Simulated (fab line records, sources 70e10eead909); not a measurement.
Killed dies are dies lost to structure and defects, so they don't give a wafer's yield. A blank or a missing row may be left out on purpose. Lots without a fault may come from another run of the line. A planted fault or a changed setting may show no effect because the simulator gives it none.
Chamber matching | flow nand_harc | NHARC_P_ZERO_WELL_DESCUM_13 on rie_diel-05: 4 sister chambers
The step chemistry O2, time 3 s. 4 wafers are shown with their chamber, then 7 later ones without.

WAFERS WITH THEIR CHAMBER
wafer  | chamber | drypump_motor_current_A (A)
L087.4 | 3       | 4.9
L087.6 | 0       | 5.5
L089.3 | 2       | 6.3
L089.4 | 1       | 6.7

WAFERS WITHOUT THEIR CHAMBER
wafer  | drypump_motor_current_A (A)
L089.6 | 6.3
L091.1 | 5.0
L091.2 | 6.3
L091.3 | 6.6
L093.1 | 5.5
L093.3 | 6.7
L093.4 | 6.3

WHICH CHAMBER EACH WENT THROUGH
wafer  | from the rows above | in truth
L089.6 | 2                   | 2
L091.1 | 3                   | 3
L091.2 | 2                   | 2
L091.3 | 1                   | 1
L093.1 | 0                   | 0
L093.3 | 1                   | 1
L093.4 | 2                   | 2
Placed correctly: 7 of 7. Can't be placed from these rows: 0. Placed wrongly: 0.
How it was worked out, from the rows above alone: a wafer's distance from a chamber is the root of the sum, over the readings, of the square of ((its reading less the chamber's mean) divided by the reading's scatter). The wafer belongs to the nearest chamber; if the next one is less than 2 further off, it can't be placed. A chamber's mean is the mean of its shown wafers. The scatter: with one shown wafer a chamber, the root of the mean of the squares of how far each hidden wafer lies from its nearest shown one.
